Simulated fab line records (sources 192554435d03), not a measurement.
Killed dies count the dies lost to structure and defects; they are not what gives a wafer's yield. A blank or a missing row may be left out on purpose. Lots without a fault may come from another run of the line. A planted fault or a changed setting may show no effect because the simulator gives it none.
What tool caused it? + flow n5_finfet + 24 lots with 72 wafers sampled at 6 steps, on a route of 1938 steps

WHAT EACH GAUGE READ, for each wafer
The record lacks any reading of a measuring or inspecting step that a usual standard deviation could be used to judge.

TOOL THAT RAN EACH LOT (tool first, then ch and the chambers of the sampled wafers, then the start)
| lot  | N5_BEOL_M1_DEGAS_44          | N5_BEOL_M1_SPUTTER_79        | N5_BEOL_M1_SPUTTER_81        | N5_BEOL_M1_ANNEAL_82         | N5_BEOL_M1_SPUTTER_96        | N5_BEOL_M2_TRENCH_ETCH_37      |
|------|------------------------------|------------------------------|------------------------------|------------------------------|------------------------------|--------------------------------|
| L074 | pvd_sputter-02, day 6 13:48  | pvd_sputter-03, day 6 14:53  | pvd_sputter-03, day 6 15:06  | pvd_sputter-03, day 6 15:11  | pvd_sputter-03, day 6 16:25  | rie_diel-02 ch 0,1,2, no start |
| L075 | pvd_sputter-02, day 6 14:13  | pvd_sputter-01, day 6 16:37  | pvd_sputter-01, day 6 16:50  | pvd_sputter-01, day 6 16:55  | pvd_sputter-01, day 6 18:10  | rie_diel-05 ch 0,3, no start   |
| L076 | pvd_sputter-02, day 6 20:19  | pvd_sputter-01, day 6 21:20  | pvd_sputter-01, day 6 21:34  | pvd_sputter-01, day 6 21:38  | pvd_sputter-01, day 6 22:53  | rie_diel-02 ch 0,3, no start   |
| L077 | pvd_sputter-01, day 6 23:40  | pvd_sputter-03, day 7 01:30  | pvd_sputter-03, day 7 01:43  | pvd_sputter-03, day 7 01:48  | pvd_sputter-03, day 7 03:02  | rie_diel-02 ch 0,2, no start   |
| L078 | pvd_sputter-02, day 7 03:35  | pvd_sputter-03, day 7 04:54  | pvd_sputter-03, day 7 05:07  | pvd_sputter-03, day 7 05:12  | pvd_sputter-03, day 7 06:26  | rie_diel-02 ch 0,2,3, no start |
| L079 | pvd_sputter-03, day 7 16:09  | pvd_sputter-03, day 7 17:04  | pvd_sputter-03, day 7 17:17  | pvd_sputter-03, day 7 17:22  | pvd_sputter-03, day 7 18:37  | rie_diel-02 ch 0,1,3, no start |
| L080 | pvd_sputter-03, day 8 01:14  | pvd_sputter-01, day 8 04:01  | pvd_sputter-01, day 8 04:14  | pvd_sputter-01, day 8 04:19  | pvd_sputter-01, day 8 05:33  | rie_diel-02 ch 1,2,3, no start |
| L081 | pvd_sputter-03, day 8 09:11  | pvd_sputter-03, day 8 09:57  | pvd_sputter-03, day 8 10:10  | pvd_sputter-03, day 8 10:15  | pvd_sputter-03, day 8 11:29  | rie_diel-05 ch 1,3, no start   |
| L082 | pvd_sputter-02, day 8 09:18  | pvd_sputter-01, day 8 10:12  | pvd_sputter-01, day 8 10:25  | pvd_sputter-01, day 8 10:30  | pvd_sputter-01, day 8 11:44  | rie_diel-02 ch 1,3, no start   |
| L083 | pvd_sputter-01, day 9 00:04  | pvd_sputter-01, day 9 01:10  | pvd_sputter-01, day 9 01:23  | pvd_sputter-01, day 9 01:28  | pvd_sputter-01, day 9 02:42  | rie_diel-05 ch 0,1,3, no start |
| L084 | pvd_sputter-01, day 9 04:13  | pvd_sputter-01, day 9 05:04  | pvd_sputter-01, day 9 05:17  | pvd_sputter-01, day 9 05:22  | pvd_sputter-01, day 9 06:36  | rie_diel-02 ch 0,1,3, no start |
| L085 | pvd_sputter-02, day 9 10:52  | pvd_sputter-02, day 9 12:00  | pvd_sputter-02, day 9 12:13  | pvd_sputter-02, day 9 12:18  | pvd_sputter-02, day 9 13:32  | rie_diel-04 ch 1,2, no start   |
| L086 | pvd_sputter-01, day 9 12:21  | pvd_sputter-03, day 9 13:13  | pvd_sputter-03, day 9 13:26  | pvd_sputter-03, day 9 13:31  | pvd_sputter-03, day 9 14:45  | rie_diel-02 ch 1,3, no start   |
| L088 | pvd_sputter-01, day 9 19:03  | pvd_sputter-02, day 9 19:55  | pvd_sputter-02, day 9 20:08  | pvd_sputter-02, day 9 20:13  | pvd_sputter-02, day 9 21:27  | rie_diel-02 ch 1,2,3, no start |
| L087 | pvd_sputter-01, day 9 19:08  | pvd_sputter-03, day 9 19:56  | pvd_sputter-03, day 9 20:09  | pvd_sputter-03, day 9 20:14  | pvd_sputter-03, day 9 21:28  | rie_diel-04 ch 1,2,3, no start |
| L090 | pvd_sputter-03, day 10 06:28 | pvd_sputter-03, day 10 07:20 | pvd_sputter-03, day 10 07:34 | pvd_sputter-03, day 10 07:38 | pvd_sputter-03, day 10 08:53 | rie_diel-05 ch 0,1,2, no start |
| L089 | pvd_sputter-03, day 10 06:32 | pvd_sputter-02, day 10 08:59 | pvd_sputter-02, day 10 09:12 | pvd_sputter-02, day 10 09:17 | pvd_sputter-02, day 10 10:31 | rie_diel-02 ch 1,3, no start   |
| L091 | pvd_sputter-02, day 10 13:42 | pvd_sputter-02, day 10 14:39 | pvd_sputter-02, day 10 14:52 | pvd_sputter-02, day 10 14:57 | pvd_sputter-02, day 10 16:11 | rie_diel-05 ch 1,2,3, no start |
| L092 | pvd_sputter-01, day 10 13:56 | pvd_sputter-02, day 10 16:29 | pvd_sputter-02, day 10 16:43 | pvd_sputter-02, day 10 16:47 | pvd_sputter-02, day 10 18:02 | rie_diel-02 ch 0,1,2, no start |
| L093 | pvd_sputter-01, day 10 23:10 | pvd_sputter-02, day 11 00:13 | pvd_sputter-02, day 11 00:26 | pvd_sputter-02, day 11 00:31 | pvd_sputter-02, day 11 01:45 | rie_diel-02 ch 1,2,3, no start |
| L094 | pvd_sputter-02, day 11 02:17 | pvd_sputter-02, day 11 03:08 | pvd_sputter-02, day 11 03:21 | pvd_sputter-02, day 11 03:26 | pvd_sputter-02, day 11 04:40 | rie_diel-02 ch 0,1,3, no start |
| L095 | pvd_sputter-02, day 11 11:59 | pvd_sputter-01, day 11 12:46 | pvd_sputter-01, day 11 12:59 | pvd_sputter-01, day 11 13:04 | pvd_sputter-01, day 11 14:19 | rie_diel-02 ch 0,2,3, no start |
| L096 | pvd_sputter-02, day 11 18:38 | pvd_sputter-01, day 11 19:32 | pvd_sputter-01, day 11 19:46 | pvd_sputter-01, day 11 19:50 | pvd_sputter-01, day 11 21:05 | rie_diel-05 ch 0,2,3, no start |
| L097 | pvd_sputter-02, day 11 19:22 | pvd_sputter-02, day 11 21:53 | pvd_sputter-02, day 11 22:07 | pvd_sputter-02, day 11 22:11 | pvd_sputter-02, day 11 23:26 | rie_diel-02 ch 0,2,3, no start |
- N5_BEOL_M1_DEGAS_44: time 60 s.
- N5_BEOL_M1_SPUTTER_79: material Cu, target thk 4.5 nm, time 8.29 s.
- N5_BEOL_M1_SPUTTER_81: material Cu, target thk 4.5 nm, time 8.29 s.
- N5_BEOL_M1_ANNEAL_82: time 240 s.
- N5_BEOL_M1_SPUTTER_96: material Cu, target thk 4.5 nm, time 8.29 s.
- N5_BEOL_M2_TRENCH_ETCH_37: etches SiOC in C4F6/O2, target depth 55.555 nm, time 29.2 s.

WHAT THE TOOLS THEMSELVES READ (means of the sampled wafers that have a number; where no wafer has one, the mark that the record gives instead)
N5_BEOL_M1_DEGAS_44.
| lot  | tool           | heater_power_w (W) | susceptor_temp_C (C) |
|------|----------------|--------------------|----------------------|
| L074 | pvd_sputter-02 | 348                | 250.00               |
| L075 | pvd_sputter-02 | 330                | 250.02               |
| L076 | pvd_sputter-02 | 355                | 250.08               |
| L077 | pvd_sputter-01 | 343                | 249.93               |
| L078 | pvd_sputter-02 | 348                | 249.92               |
| L079 | pvd_sputter-03 | 316                | 249.98               |
| L080 | pvd_sputter-03 | 321                | 250.12               |
| L081 | pvd_sputter-03 | 310                | 249.97               |
| L082 | pvd_sputter-02 | 376                | 250.01               |
| L083 | pvd_sputter-01 | 326                | 250.04               |
| L084 | pvd_sputter-01 | 324                | 249.88               |
| L085 | pvd_sputter-02 | 357                | 249.99               |
| L086 | pvd_sputter-01 | 345                | 249.93               |
| L088 | pvd_sputter-01 | 335                | 249.98               |
| L087 | pvd_sputter-01 | 314                | 250.11               |
| L090 | pvd_sputter-03 | 324                | 249.96               |
| L089 | pvd_sputter-03 | 327                | 250.08               |
| L091 | pvd_sputter-02 | 337                | 250.04               |
| L092 | pvd_sputter-01 | 318                | 250.05               |
| L093 | pvd_sputter-01 | 309                | 249.99               |
| L094 | pvd_sputter-02 | 336                | 249.93               |
| L095 | pvd_sputter-02 | 339                | 249.97               |
| L096 | pvd_sputter-02 | 337                | 250.02               |
| L097 | pvd_sputter-02 | 341                | 250.01               |

N5_BEOL_M1_SPUTTER_79.
| lot  | tool           | susceptor_temp_C (C) | throttle_valve_pct (%) |
|------|----------------|----------------------|------------------------|
| L074 | pvd_sputter-03 | -19.98               | 30.4                   |
| L075 | pvd_sputter-01 | -20.02               | 29.6                   |
| L076 | pvd_sputter-01 | -19.98               | 29.5                   |
| L077 | pvd_sputter-03 | -19.92               | 30.6                   |
| L078 | pvd_sputter-03 | -20.04               | 30.3                   |
| L079 | pvd_sputter-03 | -19.91               | 30.6                   |
| L080 | pvd_sputter-01 | -20.13               | 28.3                   |
| L081 | pvd_sputter-03 | -20.08               | 30.5                   |
| L082 | pvd_sputter-01 | -20.04               | 29.7                   |
| L083 | pvd_sputter-01 | -20.07               | 29.4                   |
| L084 | pvd_sputter-01 | -19.94               | 29.1                   |
| L085 | pvd_sputter-02 | -19.86               | 29.1                   |
| L086 | pvd_sputter-03 | -20.03               | 30.2                   |
| L088 | pvd_sputter-02 | -19.94               | 30.9                   |
| L087 | pvd_sputter-03 | -20.07               | 30.3                   |
| L090 | pvd_sputter-03 | -19.94               | 30.6                   |
| L089 | pvd_sputter-02 | -19.98               | 30.0                   |
| L091 | pvd_sputter-02 | -19.96               | 31.6                   |
| L092 | pvd_sputter-02 | -19.97               | 30.7                   |
| L093 | pvd_sputter-02 | -20.05               | 30.6                   |
| L094 | pvd_sputter-02 | -19.99               | 30.1                   |
| L095 | pvd_sputter-01 | -19.94               | 29.1                   |
| L096 | pvd_sputter-01 | -19.95               | 29.6                   |
| L097 | pvd_sputter-02 | -19.96               | 29.9                   |

N5_BEOL_M1_SPUTTER_81.
| lot  | tool           | susceptor_temp_C (C) | throttle_valve_pct (%) |
|------|----------------|----------------------|------------------------|
| L074 | pvd_sputter-03 | -19.88               | 30.3                   |
| L075 | pvd_sputter-01 | -19.89               | 29.7                   |
| L076 | pvd_sputter-01 | -20.06               | 29.6                   |
| L077 | pvd_sputter-03 | -20.01               | 30.5                   |
| L078 | pvd_sputter-03 | -20.01               | 30.3                   |
| L079 | pvd_sputter-03 | -19.97               | 30.5                   |
| L080 | pvd_sputter-01 | -20.16               | 28.5                   |
| L081 | pvd_sputter-03 | -20.07               | 30.4                   |
| L082 | pvd_sputter-01 | -20.02               | 29.7                   |
| L083 | pvd_sputter-01 | -20.00               | 29.5                   |
| L084 | pvd_sputter-01 | -20.04               | 29.3                   |
| L085 | pvd_sputter-02 | -19.92               | 29.1                   |
| L086 | pvd_sputter-03 | -19.98               | 30.2                   |
| L088 | pvd_sputter-02 | -19.98               | 30.7                   |
| L087 | pvd_sputter-03 | -19.89               | 30.4                   |
| L090 | pvd_sputter-03 | -20.09               | 30.5                   |
| L089 | pvd_sputter-02 | -19.94               | 30.0                   |
| L091 | pvd_sputter-02 | -19.98               | 31.7                   |
| L092 | pvd_sputter-02 | -20.07               | 30.7                   |
| L093 | pvd_sputter-02 | -20.01               | 30.5                   |
| L094 | pvd_sputter-02 | -19.93               | 29.9                   |
| L095 | pvd_sputter-01 | -20.04               | 28.9                   |
| L096 | pvd_sputter-01 | -19.97               | 29.6                   |
| L097 | pvd_sputter-02 | -20.06               | 29.9                   |

N5_BEOL_M1_ANNEAL_82.
| lot  | tool           | heater_power_w (W) | susceptor_temp_C (C) |
|------|----------------|--------------------|----------------------|
| L074 | pvd_sputter-03 | 789                | 400.31               |
| L075 | pvd_sputter-01 | 846                | 400.13               |
| L076 | pvd_sputter-01 | 769                | 400.04               |
| L077 | pvd_sputter-03 | 795                | 399.87               |
| L078 | pvd_sputter-03 | 781                | 399.97               |
| L079 | pvd_sputter-03 | 831                | 399.92               |
| L080 | pvd_sputter-01 | 784                | 400.00               |
| L081 | pvd_sputter-03 | 798                | 399.79               |
| L082 | pvd_sputter-01 | 791                | 400.16               |
| L083 | pvd_sputter-01 | 761                | 400.04               |
| L084 | pvd_sputter-01 | 819                | 400.02               |
| L085 | pvd_sputter-02 | 793                | 400.02               |
| L086 | pvd_sputter-03 | 782                | 399.83               |
| L088 | pvd_sputter-02 | 840                | 399.94               |
| L087 | pvd_sputter-03 | 779                | 400.11               |
| L090 | pvd_sputter-03 | 833                | 400.21               |
| L089 | pvd_sputter-02 | 870                | 400.00               |
| L091 | pvd_sputter-02 | 931                | 400.19               |
| L092 | pvd_sputter-02 | 886                | 399.90               |
| L093 | pvd_sputter-02 | 900                | 400.07               |
| L094 | pvd_sputter-02 | 868                | 399.95               |
| L095 | pvd_sputter-01 | 816                | 399.89               |
| L096 | pvd_sputter-01 | 777                | 399.96               |
| L097 | pvd_sputter-02 | 810                | 400.03               |

N5_BEOL_M1_SPUTTER_96.
| lot  | tool           | susceptor_temp_C (C) | throttle_valve_pct (%) |
|------|----------------|----------------------|------------------------|
| L074 | pvd_sputter-03 | -20.02               | 30.4                   |
| L075 | pvd_sputter-01 | -20.11               | 29.7                   |
| L076 | pvd_sputter-01 | -19.99               | 29.5                   |
| L077 | pvd_sputter-03 | -19.97               | 30.7                   |
| L078 | pvd_sputter-03 | -19.98               | 30.4                   |
| L079 | pvd_sputter-03 | -20.03               | 30.5                   |
| L080 | pvd_sputter-01 | -20.00               | 28.4                   |
| L081 | pvd_sputter-03 | -20.13               | 30.5                   |
| L082 | pvd_sputter-01 | -20.11               | 29.8                   |
| L083 | pvd_sputter-01 | -20.05               | 29.5                   |
| L084 | pvd_sputter-01 | -20.03               | 29.3                   |
| L085 | pvd_sputter-02 | -19.97               | 29.1                   |
| L086 | pvd_sputter-03 | -19.98               | 30.5                   |
| L088 | pvd_sputter-02 | -19.99               | 30.8                   |
| L087 | pvd_sputter-03 | -20.06               | 30.4                   |
| L090 | pvd_sputter-03 | -20.18               | 30.5                   |
| L089 | pvd_sputter-02 | -19.98               | 29.8                   |
| L091 | pvd_sputter-02 | -20.03               | 31.5                   |
| L092 | pvd_sputter-02 | -19.93               | 30.5                   |
| L093 | pvd_sputter-02 | -20.02               | 30.6                   |
| L094 | pvd_sputter-02 | -20.00               | 29.8                   |
| L095 | pvd_sputter-01 | -20.06               | 29.0                   |
| L096 | pvd_sputter-01 | -20.07               | 29.5                   |
| L097 | pvd_sputter-02 | -19.96               | 29.8                   |

N5_BEOL_M2_TRENCH_ETCH_37.
| lot  | tool        | drypump_motor_current_A (A) | mfc_ar_sccm (sccm) | oes_product_au (a.u.) | rf_vpp_V (V) | showerhead_plenum_p_Torr (Torr) | throttle_valve_pct (%) |
|------|-------------|-----------------------------|--------------------|-----------------------|--------------|---------------------------------|------------------------|
| L074 | rie_diel-02 | 5.7                         | 300.2              | 0.79                  | 670          | 2.94                            | 20.78                  |
| L075 | rie_diel-05 | 5.8                         | 299.6              | 0.74                  | 669          | 2.94                            | 20.76                  |
| L076 | rie_diel-02 | 5.7                         | 299.4              | 0.78                  | 666          | 2.96                            | 20.57                  |
| L077 | rie_diel-02 | 6.0                         | 301.2              | 0.74                  | 670          | 2.86                            | 20.82                  |
| L078 | rie_diel-02 | 5.9                         | 300.9              | 0.76                  | 668          | 2.91                            | 20.71                  |
| L079 | rie_diel-02 | 5.6                         | 299.5              | 0.80                  | 667          | 2.98                            | 20.65                  |
| L080 | rie_diel-02 | 5.9                         | 300.2              | 0.73                  | 670          | 2.91                            | 20.79                  |
| L081 | rie_diel-05 | 6.0                         | 300.7              | 0.71                  | 665          | 2.83                            | 21.03                  |
| L082 | rie_diel-02 | 5.8                         | 300.5              | 0.75                  | 669          | 2.95                            | 20.68                  |
| L083 | rie_diel-05 | 5.7                         | 300.3              | 0.72                  | 668          | 2.83                            | 20.91                  |
| L084 | rie_diel-02 | 5.6                         | 300.5              | 0.79                  | 669          | 2.97                            | 20.69                  |
| L085 | rie_diel-04 | 6.1                         | 299.8              | 0.79                  | 663          | 2.75                            | 20.93                  |
| L086 | rie_diel-02 | 5.8                         | 299.2              | 0.76                  | 669          | 2.95                            | 20.69                  |
| L088 | rie_diel-02 | 5.9                         | 300.1              | 0.83                  | 670          | 2.90                            | 20.69                  |
| L087 | rie_diel-04 | 6.1                         | 300.5              | 0.75                  | 664          | 2.76                            | 20.83                  |
| L090 | rie_diel-05 | 5.6                         | 300.3              | 0.79                  | 671          | 2.87                            | 20.83                  |
| L089 | rie_diel-02 | 5.8                         | 299.5              | 0.74                  | 668          | 2.94                            | 20.71                  |
| L091 | rie_diel-05 | 5.8                         | 300.3              | 0.85                  | 667          | 2.85                            | 20.84                  |
| L092 | rie_diel-02 | 5.7                         | 299.8              | 0.85                  | 670          | 2.92                            | 20.71                  |
| L093 | rie_diel-02 | 5.9                         | 300.5              | 0.80                  | 670          | 2.89                            | 20.71                  |
| L094 | rie_diel-02 | 5.6                         | 300.4              | 0.76                  | 667          | 2.96                            | 20.71                  |
| L095 | rie_diel-02 | 5.9                         | 300.5              | 0.81                  | 667          | 2.89                            | 20.62                  |
| L096 | rie_diel-05 | 5.9                         | 299.8              | 0.83                  | 670          | 2.95                            | 20.73                  |
| L097 | rie_diel-02 | 5.9                         | 298.7              | 0.80                  | 668          | 2.89                            | 20.64                  |

THE ANSWER, worked out from the rows above alone
Rule: usual is defined by the lots themselves. The widest of any qualifying gaps counts: lots, ordered by their means at a reading, are off when they make up no more than a third of the lots, leave a main group of 4 or more, and stand apart from it by 3 or more times the standard deviation of that group's means. A main group is skipped when, at the precision printed for the reading in the tables above, its means are all equal. Also off: a lot with no number at a reading for which 4 or more lots have one. Any other lot the step has rows for is counted as sound. After the gauges, taken in route order, come the tools' own readings; for these a lot's mean is taken, as printed above. At the first step where some lot is off, the reading lying furthest off is the one used; lots without a number count as furthest.
Across all readings shown, no lot is off: no conclusion can be drawn from this.

WHAT THE SIMULATOR HAD INSERTED
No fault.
